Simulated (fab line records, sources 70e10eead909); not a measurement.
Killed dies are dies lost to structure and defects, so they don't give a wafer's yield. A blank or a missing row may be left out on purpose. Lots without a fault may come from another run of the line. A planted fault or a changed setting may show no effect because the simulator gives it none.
Which tool did it? | flow nand_harc | 14 lots, 42 wafers sampled, at 5 steps of a route of 1302

WHAT THE GAUGES READ, wafer by wafer
NHARC_A_BONDPAD_OVL_MEAS_35.
lot  | measured     | on         | overlay_x_nm (nm) | overlay_y_nm (nm)
L881 | day 22 23:36 | overlay-01 | -6 -6 -6          | -6 -6 -6
L882 | day 23 13:18 | overlay-02 | 1 1 1             | -2 -2 -2
L884 | day 23 15:40 | overlay-01 | -8 -8 -8          | -5 -4 -4
L885 | day 24 07:49 | overlay-01 | 0 0 0             | -1 -1 -1
L887 | day 25 15:20 | overlay-02 | 5 4 4             | -3 -3 -3
L889 | day 27 08:28 | overlay-02 | -13 -13 -12       | 0 0 0
L892 | day 27 18:43 | overlay-01 | -7 -7 -7          | -9 -9 -9
L898 | day 29 09:45 | overlay-02 | 6 6 6             | -1 -1 0
L899 | day 30 20:25 | overlay-01 | 4 5 4             | 2 2 1
L901 | day 31 01:22 | overlay-02 | -7 -6 -6          | 0 0 1
L900 | day 31 03:04 | overlay-01 | -10 -9 -9         | -2 -3 -2
L902 | day 31 15:43 | overlay-02 | 2 1 1             | 1 1 1
L904 | day 32 21:02 | overlay-02 | 10 10 10          | -9 -9 -9
L903 | day 33 10:06 | overlay-01 | -2 -1 -1          | -1 -2 -2

NHARC_END_SORT_01.
lot  | measured     | on        | defect_limited_yield (%) | killed_at_array | killed_at_other | killed_at_periphery | killed_dies | killed_open | killed_short
L889 | day 28 16:53 | prober-01 | 0 0 0                    | 64 62 50        | 610 613 625     | 3 2 2               | 677 677 677 | 5 4 4       | 1 2 0
L892 | day 29 02:22 | prober-01 | 0 0 0                    | 47 53 49        | 627 622 628     | 3 2 0               | 677 677 677 | 6 3 4       | 1 4 3
L898 | day 30 15:19 | prober-01 | 84.9 84.5 84.9           | 96 101 98       | 1 0 1           | 5 4 3               | 102 105 102 | 6 2 2       | 2 0 0
L899 | day 32 10:14 | prober-01 | 94.8 94.2 94.5           | 31 33 35        | 3 3 0           | 1 3 2               | 35 39 37    | 4 4 2       | 1 1 1
L900 | day 32 18:23 | prober-01 | 89.7 91.9 90.3           | 69 54 62        | 0 0 1           | 1 1 3               | 70 55 66    | 2 4 6       | 2 3 5
L903 | day 34 19:25 | prober-02 | 87.0 91.7 89.4           | 84 55 69        | 0 1 1           | 4 0 2               | 88 56 72    | 3 2 0       | 1 1 4

WHICH TOOL RAN EACH LOT (tool, then ch and the chambers of the sampled wafers, then the start)
lot  | NHARC_THIN_TSV_CMP_01         | NHARC_THIN_TSV_PVD_51                   | NHARC_THIN_TSV_ECD_20
L881 | cmp-03 ch 0,1,2, day 23 13:11 | pvd_sputter-01, day 23 17:41 or earlier | ecd_cu-01 ch 1, day 23 17:41
L882 | cmp-01 ch 0,1,3, day 24 07:36 | pvd_sputter-01, day 24 12:35 or earlier | ecd_cu-01 ch 0,1, day 24 12:35
L884 | cmp-04 ch 0,3, day 24 06:26   | pvd_sputter-01, day 24 10:56 or earlier | ecd_cu-02 ch 0,1, day 24 10:56
L885 | cmp-01 ch 0,1,2, day 24 21:10 | pvd_sputter-02, day 25 02:01 or earlier | ecd_cu-02 ch 0,1, day 25 02:01
L887 | cmp-01 ch 0,1,3, day 26 05:04 | pvd_sputter-01, day 26 09:33 or earlier | ecd_cu-01 ch 1, day 26 09:33
L889 | cmp-03 ch 0,1,2, day 28 01:05 | pvd_sputter-02, day 28 05:38 or earlier | ecd_cu-02 ch 0,1, day 28 05:38
L892 | cmp-04 ch 0,1, day 28 08:23   | pvd_sputter-02, day 28 12:58 or earlier | ecd_cu-02 ch 0,1, day 28 12:58
L898 | cmp-01 ch 0,1,3, day 29 23:09 | pvd_sputter-02, day 30 03:45 or earlier | ecd_cu-01 ch 0,1, day 30 03:45
L899 | cmp-04 ch 2,3, day 31 15:26   | pvd_sputter-03, day 31 20:23 or earlier | ecd_cu-02 ch 0,1, day 31 20:23
L901 | cmp-01 ch 0,1,3, day 31 16:37 | pvd_sputter-02, day 31 21:42 or earlier | ecd_cu-02 ch 0,1, day 31 21:42
L900 | cmp-03 ch 1,2,3, day 32 01:49 | pvd_sputter-01, day 32 06:35 or earlier | ecd_cu-02 ch 0,1, day 32 06:35
L902 | cmp-04 ch 0,3, day 32 11:55   | pvd_sputter-03, day 32 16:44 or earlier | ecd_cu-02 ch 0,1, day 32 16:44
L904 | cmp-01 ch 1,3, day 33 09:59   | pvd_sputter-01, day 33 14:40 or earlier | ecd_cu-01 ch 1, day 33 14:40
L903 | cmp-01 ch 0,1,3, day 34 02:17 | pvd_sputter-02, day 34 06:48 or earlier | ecd_cu-02 ch 0,1, day 34 06:48
- NHARC_THIN_TSV_CMP_01: polishes.
- NHARC_THIN_TSV_PVD_51: deposits Cu, target thk 100 nm.
- NHARC_THIN_TSV_ECD_20: material Cu, target thk 2000 nm.

WHAT THE TOOLS THEMSELVES READ (means of the sampled wafers that have a number; where no wafer has one, the mark that the record gives instead)
NHARC_THIN_TSV_CMP_01.
lot  | tool   | motor_current_A (A)
L881 | cmp-03 | 11.8
L882 | cmp-01 | 12.8
L884 | cmp-04 | 11.3
L885 | cmp-01 | 13.0
L887 | cmp-01 | 12.5
L889 | cmp-03 | 11.9
L892 | cmp-04 | 12.0
L898 | cmp-01 | 12.4
L899 | cmp-04 | 11.6
L901 | cmp-01 | 12.5
L900 | cmp-03 | 12.0
L902 | cmp-04 | 11.4
L904 | cmp-01 | 11.6
L903 | cmp-01 | 12.4

NHARC_THIN_TSV_PVD_51.
lot  | tool           | throttle_valve_pct (%)
L881 | pvd_sputter-01 | 30.2
L882 | pvd_sputter-01 | 30.0
L884 | pvd_sputter-01 | 30.0
L885 | pvd_sputter-02 | 29.6
L887 | pvd_sputter-01 | 29.9
L889 | pvd_sputter-02 | 29.9
L892 | pvd_sputter-02 | 30.0
L898 | pvd_sputter-02 | 29.9
L899 | pvd_sputter-03 | 29.4
L901 | pvd_sputter-02 | 29.9
L900 | pvd_sputter-01 | 30.0
L902 | pvd_sputter-03 | 29.2
L904 | pvd_sputter-01 | 29.4
L903 | pvd_sputter-02 | 29.8

THE ANSWER, worked out from the rows above alone
Rule: what is usual is taken from the lots themselves. Put in order of their means at a reading, lots are off if they are a third of the lots or fewer, leave a main group of 4 or more, and stand apart from it by a gap of 3 or more times the standard deviation of the main group's means; of several such gaps the widest counts. A main group whose means are all the same, to the digits that the tables above print for the reading, isn't used. A lot without any number at a reading at which 4 lots or more have one is off too. The other lots that the step has rows for count as sound. The gauges are gone through in route order, then the tools' own readings, and for those a lot's mean is taken as printed above. The first step at which some lot is off is used, and at that step the reading that is off furthest; a lot without a number counts as furthest.
Off: L889, L892, at NHARC_END_SORT_01 (killed_at_other). The main group: mean 0.9, standard deviation 0.64. Neither off nor sound, because the step has no rows for them: L881, L882, L884, L885, L887, L901, L902, L904.
A tool fits if, at a process step before that reading, it ran every lot that is off, and no sound lot after the first of them. The gauges at NHARC_END_SORT_01 are tried like those tools. NHARC_THIN_TSV_PVD_51 gives no start for some lots, so the hours and the order of its lots are those of NHARC_THIN_TSV_ECD_20. None of those tried fits.

WHAT THE SIMULATOR HAD PUT IN
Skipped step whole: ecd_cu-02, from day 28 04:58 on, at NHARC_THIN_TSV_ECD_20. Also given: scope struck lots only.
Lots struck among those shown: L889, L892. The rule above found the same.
